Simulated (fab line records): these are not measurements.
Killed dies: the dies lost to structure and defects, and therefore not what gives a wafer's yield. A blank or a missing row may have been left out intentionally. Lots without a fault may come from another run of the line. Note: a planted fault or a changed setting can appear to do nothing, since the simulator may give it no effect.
One fault through the eyes of 3 desks    flow n5_finfet    every desk sees just its own numbers, and what lay behind them comes last

== FROM THE METROLOGY DESK ==
What the gauges read for every lot (on any tool): the sampled wafers with a number, averaged. Any lot whose mean is over 4 standard deviations away from the usual mean is out of limits and marked OUT; that distance is given in the brackets.
Columns: A = M6_RS at N5_BEOL_M6_RS_MEAS_57, usual 0.288 ohm/sq; B = M7_ILD_THK at N5_BEOL_M7_THK_MEAS_01, usual 154.9 nm; C = cd_nm at N5_BEOL_M7_CD_MEAS_11, usual 38.5 nm; D = M7_OVL at N5_BEOL_M7_OVL_MEAS_12, usual 0.0 nm
lot   first seen here  A      B      C     D
L554  day 8 22:19      0.299  155.5  38.9  -0.2
L555  day 9 00:01      0.278  152.6  37.9  0.5
L558  day 9 08:56      0.298  154.5  38.0  0.6
L559  day 9 21:22      0.284  155.4  38.6  -0.4
L567  day 11 10:48     0.287  155.9  39.5  -0.7
L570  day 12 23:31     0.291  155.6  39.5  0.3
This desk's verdict: no lot among the 6 shows anything out of limits.

== FOR THE TOOL OWNER'S DESK: arfi_scanner-02 ==
The tool's own readings at N5_BEOL_M7_EXPOSE_08 (exposes mask M7): means of the sampled wafers that have a number, for each lot that ran on this tool. Any lot whose mean is over 4 standard deviations away from the usual mean is out of limits and marked OUT; that distance is given in the brackets.
Columns: A = exposure_dose_mJ_cm2 at N5_BEOL_M7_EXPOSE_08, usual 68.20; B = reticle_temp_C at N5_BEOL_M7_EXPOSE_08, usual 23.00 C
lot   first seen here  A                B
L554  day 9 00:03      68.19            22.93
L567  day 11 12:10     69.17 (+15) OUT  22.86
L570  day 13 00:56     68.91 (+11) OUT  22.93
Finding of this desk: L567, L570 out of limits; the first was L567 at day 11 12:10, on exposure_dose_mJ_cm2 at N5_BEOL_M7_EXPOSE_08. Within limits: L554.

== THE DEFECT DESK ==
Per lot, the means of the sampled wafers with a number show what the inspections along the route counted. Any lot whose mean is over 4 standard deviations away from the usual mean is out of limits and marked OUT; that distance is given in the brackets.
Columns: A = raw_defect_count at N5_BEOL_M6_INSPECT_58, usual 70; B = raw_defect_count at N5_BEOL_M7_INSPECT_13, usual 418
lot   first seen here  A   B
L554  day 8 22:20      38  312
L555  day 9 00:03      72  561
L558  day 9 08:57      72  490
L559  day 9 21:23      63  376
L567  day 11 10:49     80  474
L570  day 12 23:32     65  385
This desk's verdict: no lot among the 6 shows anything out of limits.

== PUT TOGETHER ==
An alarm could have come from the tool owner's desk at day 11 12:10, on L567, L570.
From the metrology desk's view, nothing was out of limits.
Nothing out of limits was seen by the defect desk.
The metrology desk has L567, L570 on record, within its limits.
The defect desk has L567, L570 on record, within its limits.
The lots listed all ran N5_BEOL_M7_EXPOSE_08 on arfi_scanner-02.

== WHAT WAS PUT IN BY THE SIMULATOR ==
Process parameter drift: arfi_scanner-02, from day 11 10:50 on, at N5_BEOL_M7_EXPOSE_08. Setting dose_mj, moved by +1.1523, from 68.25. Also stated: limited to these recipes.
Shown lots that were struck: L567, L570.
Time in hours from fault onset to the first out-of-limits reading at each desk: the tool owner's desk, 1.
